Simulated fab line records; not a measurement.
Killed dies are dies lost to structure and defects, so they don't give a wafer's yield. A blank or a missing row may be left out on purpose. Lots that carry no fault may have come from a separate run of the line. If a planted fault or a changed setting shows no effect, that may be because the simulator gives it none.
fab line records ; flow nandHarc
record: lots: 6; wafers: 18; lastDay: 25
route steps=1159 shown A_CONTACT@947 END@1159
lots with no fault: from the same line, run without faults
startH: the number of hours between the record's first day and the start of the first shown wafer of the lot ; waitH: hours elapsed since this lot's preceding step ; " unchanged from the row above ; L1.1+2: a single row standing in for several wafers ; - no value, or no start given ; * or withheld: withheld ; < > ~ a bound
route shown NAME@n: names a module that has steps shown in the file, with the first one's number in the route ; usual: mean/standard deviation taken from wafers without a fault ; same: alike in all rows ; chamber/n: place in a boat ; sites: per-site readings ; _std_site: the standard deviation of these ; _edge_site: mean of outer sites minus mean of inner sites ; radiusMm: how far each site lies from the wafer's centre ; mask NAME#n: copy n ; behind: the most recent tool/chamber to have shaped the wafer ; hold: the reason the lot was held/the length of the hold in hours/how it ended ; device: the n, p or np transistor that did not switch ; end of line: the tests these same wafers got at the end of their route ; a step without rows: its recipe alone ; killed: dies lost to structure and defects at the first sort, not the wafer's yield ; map: a wafer's dies, x killed, . not, _ none there
set.NAME: the setting that was run; set.NAME@STEP: the one run at that earlier step ; model.NAME: the simulator's own value behind a step, which no gauge read
lots seen at some steps along the route; tables by step, rows by wafer
services: from which hour (startH, from the record's first day; less than 0 if before it) a tool's chamber was out of use, for how many hours, and why
== steps ==
step: NHARC_A_CONTACT_ETCH_138
recipe: sourceW: withheld; pressureMtorr: 20; biasV: 3000; timeS: 132; targetDepthA: 12890; arFlowSccm: withheld; c4f8FlowSccm: withheld; o2FlowSccm: withheld; chemistry: C4F8/O2/Ar
lot.wafer;tool;chamber;startH;waitH;rfHoursCounterH
L147.3;harCapEtch-01;1;386.14;0.1;-
L147.4;harCapEtch-01;0;386.14;0.1;-
L147.6;harCapEtch-01;1;386.14;0.1;-
L158.1;harCapEtch-02;0;454.25;0.1;26
L158.4;harCapEtch-02;1;454.25;0.1;-
L158.5;harCapEtch-02;0;454.25;0.1;-
L162.2;harCapEtch-02;1;476.77;0.1;30
L162.4;harCapEtch-02;1;476.77;0.1;-
L162.5;harCapEtch-02;1;476.77;0.1;-
L165.1;harCapEtch-03;0;491.16;0.1;103
L165.3;harCapEtch-03;0;491.16;0.1;-
L165.6;harCapEtch-03;0;491.16;0.1;-
L168.3;harCapEtch-01;1;523.72;0.2;-
L168.6;harCapEtch-01;1;523.72;0.2;-
L168.5;harCapEtch-01;0;523.72;0.2;-
L169.1;harCapEtch-03;0;527.46;0.1;109
L169.2;harCapEtch-03;1;527.46;0.1;109
L169.4;harCapEtch-03;1;527.46;0.1;-
step: NHARC_A_CONTACT_ETCH_139
recipe: sourceW: withheld; pressureMtorr: 20; biasV: 400; timeS: 137; targetDepthA: 5900; arFlowSccm: withheld; c4f8FlowSccm: 11.5; o2FlowSccm: 7.2; chemistry: C4F8/O2/Ar
step: NHARC_A_CONTACT_ETCH_92
recipe: targetDepthA: 400; overEtchFrac: 0.5; timeS: 85.7; ionEnergyEv: 120; ch3fFlowSccm: 50; o2FlowSccm: 30; arFlowSccm: 200; rfW: 500; biasW: 100; chemistry: CH3F/O2
usual: biasW: 100.0/0.32; drypumpMotorCurrentA: 5.6/0.34; oesProductAu: 0.94/0.031; rfVppV: 244.7/1.2; showerheadPlenumPTorr: 2.48/0.063; throttleValvePct: 20.662/0.0086
lot.wafer;tool;chamber;startH;waitH;biasW;drypumpMotorCurrentA;oesProductAu;rfHoursCounterH;rfVppV;showerheadPlenumPTorr;throttleValvePct
L147.3;rieDiel-02;0;386.62;0.3;99.8;5.4;0.92;10;243.4;2.46;20.672
L147.4;rieDiel-02;2;386.62;0.3;100.7;6.2;0.90;8;244.2;2.40;20.663
L147.6;rieDiel-02;1;386.62;0.3;100.2;5.5;0.92;-;246.8;2.56;20.648
L158.1;rieDiel-08;3;454.77;0.4;99.8;6.2;1.01;53;246.3;2.53;20.652
L158.4;rieDiel-08;2;454.77;0.4;99.9;5.5;1.00;48;246.5;2.56;20.656
L158.5;rieDiel-08;3;454.77;0.4;100.0;6.2;1.01;-;245.4;2.53;20.657
L162.2;rieDiel-02;3;477.31;0.4;99.9;5.1;0.93;29;245.9;2.51;20.657
L162.4;rieDiel-02;3;477.31;0.4;99.9;5.1;0.93;-;246.1;2.51;20.657
L162.5;rieDiel-02;0;477.31;0.4;99.6;5.5;0.93;-;243.3;2.45;20.667
L165.1;rieDiel-02;0;491.70;0.4;100.4;5.5;0.92;28;244.7;2.45;20.671
L165.3;rieDiel-02;3;491.70;0.4;100.0;5.1;0.93;32;245.4;2.51;20.657
L165.6;rieDiel-02;0;491.70;0.4;100.5;5.5;0.93;-;246.2;2.45;20.666
L168.3;rieDiel-08;1;524.56;0.5;99.4;5.7;0.93;14;243.8;2.56;20.671
L168.5;rieDiel-08;0;524.56;0.5;99.8;5.2;0.94;-;243.3;2.38;20.673
L168.6;rieDiel-08;2;524.56;0.5;100.3;5.5;0.91;-;245.4;2.55;20.651
L169.2;rieDiel-04;1;527.98;0.3;100.0;5.6;0.92;21;244.9;2.50;20.666
L169.1;rieDiel-04;0;527.98;0.3;99.7;5.6;0.92;21;244.0;2.45;20.679
L169.4;rieDiel-04;1;527.98;0.3;100.5;5.6;0.92;-;245.8;2.50;20.661
step: NHARC_A_CONTACT_ETCH_98
recipe: targetDepthA: 200; overEtchFrac: 0.5; timeS: 10; ionEnergyEv: 250; c4f6FlowSccm: 25; o2FlowSccm: 20; arFlowSccm: 500; rfW: 600; biasW: 500; chemistry: C4F6/O2
usual: biasW: 500.1/1.4; drypumpMotorCurrentA: 5.6/0.34; oesProductAu: 0.961/0.024; rfVppV: 547.8/2.1; showerheadPlenumPTorr: 3.96/0.092; throttleValvePct: 26.905/0.0075
lot.wafer;tool;chamber;startH;waitH;biasW;drypumpMotorCurrentA;oesProductAu;rfHoursCounterH;rfVppV;showerheadPlenumPTorr;throttleValvePct
L147.3;rieDiel-02;3;-;-;498.8;5.1;0.940;11;548.2;4.01;26.902
L147.4;rieDiel-02;1;-;-;497.8;5.5;0.956;11;548.2;4.08;26.902
L147.6;rieDiel-02;0;-;-;500.6;5.5;0.960;-;545.0;3.92;26.903
L158.1;rieDiel-08;0;-;-;500.5;5.2;1.015;56;545.1;3.83;26.891
L158.4;rieDiel-08;2;-;-;499.0;5.5;0.990;48;550.8;4.08;26.921
L158.5;rieDiel-08;1;-;-;500.2;5.7;1.006;-;551.5;4.10;26.910
L162.2;rieDiel-02;0;477.46;0.1;499.8;5.5;0.954;26;546.6;3.91;26.911
L162.5;rieDiel-02;3;477.46;0.1;501.5;5.1;0.949;-;548.7;3.99;26.914
L162.4;rieDiel-02;0;477.46;0.1;499.4;5.5;0.955;-;546.8;3.91;26.901
L165.1;rieDiel-02;2;-;-;497.4;6.2;0.938;23;545.0;3.83;26.910
L165.3;rieDiel-02;3;-;-;502.5;5.1;0.927;32;549.0;3.99;26.904
L165.6;rieDiel-02;1;-;-;499.5;5.5;0.949;-;550.5;4.06;26.913
L168.3;rieDiel-08;0;525.17;0.6;502.5;5.2;0.985;14;543.3;3.81;26.889
L168.6;rieDiel-08;1;525.17;0.6;502.2;5.7;0.994;-;551.1;4.08;26.893
L168.5;rieDiel-08;2;525.17;0.6;502.0;5.5;0.992;-;550.9;4.06;26.907
L169.2;rieDiel-04;1;528.28;0.3;500.0;5.7;0.978;21;549.6;3.98;26.902
L169.1;rieDiel-04;3;528.28;0.3;500.6;5.8;0.990;18;544.7;3.85;26.909
L169.4;rieDiel-04;0;528.28;0.3;497.0;5.6;0.959;-;545.0;3.91;26.909
step: NHARC_A_CONTACT_CD_MEAS_15
usual: cdNm: 90.0/0.66
lot.wafer;tool;chamber;startH;waitH;cdNm
L147.3;cdSem-01;-;386.84;-;90.1
L147.4;cdSem-01;-;386.84;-;89.5
L147.6;cdSem-01;-;386.84;-;90.2
L158.1;cdSem-03;-;454.99;-;89.3
L158.4;cdSem-03;-;454.99;-;89.1
L158.5;cdSem-03;-;454.99;-;89.6
L162.2;cdSem-02;-;477.55;-;90.8
L162.4;cdSem-02;-;477.55;-;90.7
L162.5;cdSem-02;-;477.55;-;90.6
L165.1;cdSem-02;-;491.92;-;89.6
L165.3;cdSem-02;-;491.92;-;89.3
L165.6;cdSem-02;-;491.92;-;89.3
L168.3;cdSem-03;-;525.25;-;89.8
L168.5;cdSem-03;-;525.25;-;90.9
L168.6;cdSem-03;-;525.25;-;89.3
L169.1;cdSem-01;-;528.37;-;90.4
L169.2;cdSem-01;-;528.37;-;89.7
L169.4;cdSem-01;-;528.37;-;89.3
step: NHARC_A_CONTACT_STRIP_107
recipe: n2FlowSccm: 150; h2FlowSccm: 150; arFlowSccm: 0; biasW: 0; chemistry: N2/H2
step: NHARC_A_CONTACT_STRIP_108
recipe: cf4FlowSccm: 100; chf3FlowSccm: 30; arFlowSccm: 0; biasW: 0; chemistry: CF4/CHF3
step: NHARC_A_CONTACT_STRIP_109
recipe: o2FlowSccm: 400; cosFlowSccm: 20; arFlowSccm: 0; biasW: 0; chemistry: O2/COS
step: NHARC_A_CONTACT_ETCH_110
recipe: targetDepthA: 500; overetchA: 50; timeS: 27.5; ionEnergyEv: 100; cf4FlowSccm: 80; o2FlowSccm: 20; arFlowSccm: 0; rfW: 300; biasW: 100; chemistry: CF4/O2
step: NHARC_A_CONTACT_STRIP_26
recipe: o2FlowSccm: 500; arFlowSccm: 0; biasW: 0; chemistry: O2
usual: drypumpMotorCurrentA: 5.6/0.33; oesProductAu: 0.999/0.0089; rfVppV: 57.8/0.91; showerheadPlenumPTorr: 3.58/0.086; throttleValvePct: 17.037/0.0091
same: biasW: 0
lot.wafer;tool;chamber;startH;waitH;drypumpMotorCurrentA;oesProductAu;rfHoursCounterH;rfVppV;showerheadPlenumPTorr;throttleValvePct
L147.3;rieDiel-02;3;-;-;5.1;0.994;11;58.6;3.60;17.035
L147.4;rieDiel-02;0;-;-;5.5;1.001;10;56.8;3.52;17.034
L147.6;rieDiel-02;2;-;-;6.1;0.989;-;57.5;3.45;17.034
L158.1;rieDiel-02;1;-;-;5.5;1.003;24;58.8;3.66;17.041
L158.4;rieDiel-02;2;-;-;6.1;0.995;19;57.5;3.44;17.039
L158.5;rieDiel-02;3;-;-;5.1;0.996;-;56.6;3.60;17.025
L162.2;rieDiel-02;0;-;-;5.5;0.981;26;57.6;3.52;17.037
L162.5;rieDiel-02;3;-;-;5.1;0.993;-;57.4;3.59;17.041
L162.4;rieDiel-02;1;-;-;5.5;0.993;-;59.0;3.66;17.037
L165.3;rieDiel-04;1;-;-;5.6;0.988;5;57.9;3.59;17.040
L165.1;rieDiel-04;2;-;-;6.2;1.004;4;58.4;3.51;17.041
L165.6;rieDiel-04;0;-;-;5.5;0.979;-;56.8;3.53;17.045
L168.3;rieDiel-08;1;-;-;5.7;1.001;14;59.8;3.67;17.029
L168.5;rieDiel-08;1;-;-;5.7;1.002;-;57.2;3.67;17.032
L168.6;rieDiel-08;2;-;-;5.5;1.001;-;58.9;3.66;17.021
L169.2;rieDiel-04;1;-;-;5.6;0.980;22;58.2;3.58;17.044
L169.1;rieDiel-04;3;-;-;5.8;1.002;19;57.6;3.46;17.043
L169.4;rieDiel-04;0;-;-;5.6;0.989;-;59.6;3.52;17.039
step: NHARC_A_CONTACT_STRIP_27
recipe: timeS: 600; tempC: 30; chemistry: postEtchResidueRemover
step: NHARC_A_CONTACT_ALD_18
recipe: targetThkA: 30; pulseTimeS: 1; aldCycles: 150; tempC: 450; material: TiN
usual: heaterPowerW: 1008/81; precursorPulseHeightRel: 1.001/0.021
lot.wafer;tool;chamber;startH;waitH;heaterPowerW;precursorPulseHeightRel
L147.3;aldMetal-03;3;387.79;-;1020;0.976
L147.4;aldMetal-03;1;387.79;-;1136;1.026
L147.6;aldMetal-03;3;387.79;-;1025;1.000
L158.4;aldMetal-04;3;455.97;-;964;1.018
L158.1;aldMetal-04;1;455.97;-;993;0.995
L158.5;aldMetal-04;3;455.97;-;998;0.995
L162.4;aldMetal-04;3;478.71;-;972;0.978
L162.2;aldMetal-04;0;478.71;-;1048;1.014
L162.5;aldMetal-04;3;478.71;-;971;1.005
L165.1;aldMetal-04;0;492.86;-;1015;1.062
L165.3;aldMetal-04;2;492.86;-;883;1.001
L165.6;aldMetal-04;2;492.86;-;885;1.027
L168.3;aldMetal-02;1;526.72;-;1006;0.995
L168.5;aldMetal-02;0;526.72;-;1072;1.028
L168.6;aldMetal-02;1;526.72;-;1006;0.976
L169.1;aldMetal-03;0;529.88;-;983;1.018
L169.2;aldMetal-03;1;529.88;-;1116;0.999
L169.4;aldMetal-03;3;529.88;-;1033;1.007
step: NHARC_A_CONTACT_CVD_19
recipe: targetThkA: 3000; tempC: 300; pressureTorr: 40; wf6FlowSccm: 40; h2FlowSccm: 1600; arFlowSccm: 1560; timeS: 802; material: W
usual: heaterPowerW: 460/50; throttleValvePct: 7.99/0.21
lot.wafer;tool;chamber;startH;waitH;heaterPowerW;throttleValvePct
L147.4;cvdW-02;0;395.05;-;468;7.75
L147.3;cvdW-02;1;395.05;-;395;8.10
L147.6;cvdW-02;1;395.05;-;394;7.96
L147.4;cvdW-02;0;396.32;1.1;466;7.66
L147.3;cvdW-02;1;396.32;1.1;402;7.94
L147.6;cvdW-02;1;396.32;1.1;401;7.84
L158.1;cvdW-02;1;460.22;-;408;8.43
L158.4;cvdW-02;0;460.22;-;469;7.78
L158.5;cvdW-02;1;460.22;-;404;8.10
L158.1;cvdW-02;1;465.28;4.9;404;8.09
L158.4;cvdW-02;0;465.28;4.9;474;7.71
L158.5;cvdW-02;1;465.28;4.9;400;7.87
L162.2;cvdW-02;1;482.08;-;396;7.92
L162.4;cvdW-02;1;482.08;-;407;7.83
L162.5;cvdW-02;0;482.08;-;466;8.00
L165.1;cvdW-02;0;495.26;-;458;7.68
L165.3;cvdW-02;0;495.26;-;467;8.00
L165.6;cvdW-02;1;495.26;-;399;8.15
L168.3;cvdW-02;0;535.90;-;472;7.76
L168.5;cvdW-02;0;535.90;-;473;7.78
L168.6;cvdW-02;1;535.90;-;404;8.23
L169.1;cvdW-02;0;536.39;-;466;7.93
L169.2;cvdW-02;1;536.39;-;402;8.32
L169.4;cvdW-02;0;536.39;-;471;8.22
step: NHARC_A_CONTACT_CMP_20
recipe: tOverpolishS: 30; targetThkNm: 300
usual: motorCurrentA: 12.6/1.4; overpolishRunS: 30.001/0.0094; retainingRingPressureFrac: 0.999/0.0049; slurryFilterDpKPa: 13.50/0.15; slurryFlowMlMin: 150.0/0.46; timeToEndpointS: 61/3.1
same: tOverpolishS: 30
lot.wafer;tool;chamber;startH;waitH;motorCurrentA;overpolishRunS;retainingRingPressureFrac;slurryFilterDpKPa;slurryFlowMlMin;timeToEndpointS
L147.4;cmp-03;0;397.07;0.6;12.3;29.984;1.000;13.37;149.8;121
L147.3;cmp-03;2;397.07;0.6;12.8;30.004;1.001;13.28;149.1;127
L147.6;cmp-03;0;397.07;0.6;12.8;30.018;1.001;13.53;150.2;125
L158.1;cmp-01;0;466.48;1.1;14.7;30.016;0.999;13.60;150.1;122
L158.4;cmp-01;1;466.48;1.1;11.7;30.009;1.002;13.15;149.9;121
L158.5;cmp-01;3;466.48;1.1;11.2;30.005;0.996;13.49;150.4;117
L162.2;cmp-03;2;482.86;0.7;12.4;30.001;1.001;13.44;150.1;67
L162.4;cmp-03;3;482.86;0.7;13.1;30.000;0.990;13.71;150.1;64
L162.5;cmp-03;2;482.86;0.7;12.5;29.997;1.002;13.25;149.7;64
L165.3;cmp-02;1;496.14;0.5;14.0;29.999;0.997;13.45;150.1;58
L165.1;cmp-02;2;496.14;0.5;12.1;29.997;0.999;13.55;150.2;63
L165.6;cmp-02;1;496.14;0.5;13.4;30.014;1.001;13.53;149.5;55
L168.3;cmp-03;3;536.61;0.6;13.8;29.997;0.997;13.66;150.5;66
L168.5;cmp-03;0;536.61;0.6;12.3;29.999;0.997;13.39;150.3;62
L168.6;cmp-03;1;536.61;0.6;11.7;29.976;0.997;13.61;150.0;61
L169.2;cmp-02;0;537.28;0.6;11.8;30.014;1.000;13.58;149.8;58
L169.4;cmp-02;2;537.28;0.6;11.7;30.000;0.997;13.59;149.2;62
L169.1;cmp-02;3;537.28;0.6;12.7;30.006;0.997;13.67;150.3;60
step: NHARC_END_SORT_01
recipe: tempC: 25
usual: killedAtArray: 28/8.6; killedAtOther: 0.7/1.2; killedAtPeriphery: 3.1/2.3; killedDies: 32/8.7; killedOpen: 3.2/1.7; killedShort: 2.0/1.5
same: grossDies: 677
lot.wafer;tool;chamber;startH;waitH;killedAtArray;killedAtOther;killedAtPeriphery;killedDies;killedOpen;killedShort
L147.3;prober-02;0;455.94;3.1;27;0;2;29;5;1
L147.4;prober-02;0;456.73;3.4;37;1;1;39;2;3
L147.6;prober-02;0;458.32;4.0;35;3;3;41;2;5
L158.1;prober-01;0;519.95;2.6;34;0;0;34;3;0
L158.4;prober-01;0;522.36;3.4;43;0;0;43;3;1
L158.5;prober-01;0;523.17;3.7;47;0;0;47;1;2
killed by level:class
L147.3 A_CHANNEL_HOLE_D1:chamberFilmFlake=14 A_SLIT:chamberFilmFlake=7 P_CONTACT:geometricParticle:open=1 P_M2:geometricParticle:open=1 A_CHANNEL_FILL_D1:geometricParticle:open=1 A_SGD_CUT:geometricParticle:open=1 A_SGD_CUT:geometricParticle:short=1 A_WL_FILL:geometricParticle:open=1
L147.4 A_CHANNEL_HOLE_D1:chamberFilmFlake=18 A_SLIT:chamberFilmFlake=6 A_STAIRCASE:chamberFilmFlake=3 A_WL_FILL:chamberFilmFlake=3 A_CONTACT:chamberFilmFlake=2 P_GATE:geometricParticle:short=1 A_CHANNEL_FILL_D1:geometricParticle:short=1 A_SLIT:geometricParticle:open=1
L147.6 A_CHANNEL_HOLE_D1:chamberFilmFlake=16 A_SLIT:chamberFilmFlake=10 A_WL_FILL:chamberFilmFlake=3 THIN_TSV:chamberFilmFlake=3 P_CONTACT:geometricParticle:short=2 A_SOURCE_PLATE:geometricParticle:open=1 A_CHANNEL_FILL_D1:geometricParticle:short=1 A_WL_FILL:geometricParticle:open=1
L158.1 A_CHANNEL_HOLE_D1:chamberFilmFlake=12 A_SLIT:chamberFilmFlake=10 A_STAIRCASE:chamberFilmFlake=3 A_WL_FILL:chamberFilmFlake=3 A_CONTACT:geometricParticle:open=2 A_SGD_CUT:chamberFilmFlake=2 A_CHANNEL_FILL_D1:geometricParticle:open=1 A_ZERO_WELL:chamberFilmFlake=1
L158.4 A_CHANNEL_HOLE_D1:chamberFilmFlake=16 A_SLIT:chamberFilmFlake=16 A_WL_FILL:chamberFilmFlake=4 A_STAIRCASE:chamberFilmFlake=2 A_ONON_D1:geometricParticle:open=1 A_CHANNEL_FILL_D1:geometricParticle:short=1 A_CONTACT:geometricParticle:open=1 A_M1:geometricParticle:open=1
L158.5 A_CHANNEL_HOLE_D1:chamberFilmFlake=23 A_SLIT:chamberFilmFlake=13 A_WL_FILL:chamberFilmFlake=4 A_CHANNEL_FILL_D1:geometricParticle:short=2 A_STAIRCASE:chamberFilmFlake=2 A_SGD_CUT:geometricParticle:open=1 A_CHANNEL_FILL_D1:chamberFilmFlake=1 A_SGD_CUT:chamberFilmFlake=1
== services ==
tool;chamber;startH;hours;kind
cmp-03;-;373.34;1.2;repair
cvdW-02;-;378.99;13.0;pm
cmp-03;-;383.36;6.5;repair
cmp-02;-;398.69;0.6;repair
rieDiel-02;2;399.59;5.1;repair
cmp-02;-;400.53;1.0;repair
aldMetal-04;-;406.00;10.0;pm
rieDiel-08;-;412.46;2.5;repair
cmp-03;-;427.81;0.9;repair
cmp-03;-;450.13;4.0;pm
rieDiel-02;2;459.83;4.2;repair
rieDiel-02;1;462.89;1.5;repair
rieDiel-04;-;466.05;9.0;pm
rieDiel-02;2;475.63;6.5;repair
rieDiel-04;-;476.57;1.2;repair
rieDiel-08;-;478.86;9.0;pm
aldMetal-04;1;489.25;26.9;repair
aldMetal-04;2;493.47;31.1;repair
rieDiel-02;-;504.83;9.0;pm
aldMetal-04;0;509.81;8.1;repair
aldMetal-04;-;512.54;0.6;repair
rieDiel-04;2;516.64;13.8;repair
cmp-03;-;522.23;3.7;repair
rieDiel-08;3;523.50;2.9;repair
== key ==
firstSign: step: NHARC_A_CONTACT_CVD_19; reading: visit; direction: added
effect: step: NHARC_A_CONTACT_CMP_20; reading: timeToEndpointS; direction: up; sigmas: 20; usual: *; struck: *
metAt NHARC_A_CONTACT_CVD_19
struckWafers L147.3,L147.4,L147.6,L158.1,L158.4,L158.5
testerLeftOut L147,L158
fault: kind: repeatedStepWhole; tool: cvdW-01,cvdW-02; chamber: -; onsetH: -; steps: NHARC_A_CONTACT_CVD_19; times: 1; scope: struckLotsOnly
testerLeftOut: of these lots the tester's yield and bins aren't shown, on N5 and GAA mostly nor the transistor test; their killed dies are dies lost to structure and defects alone, not to doping, threshold or leakage, so they don't give the yield
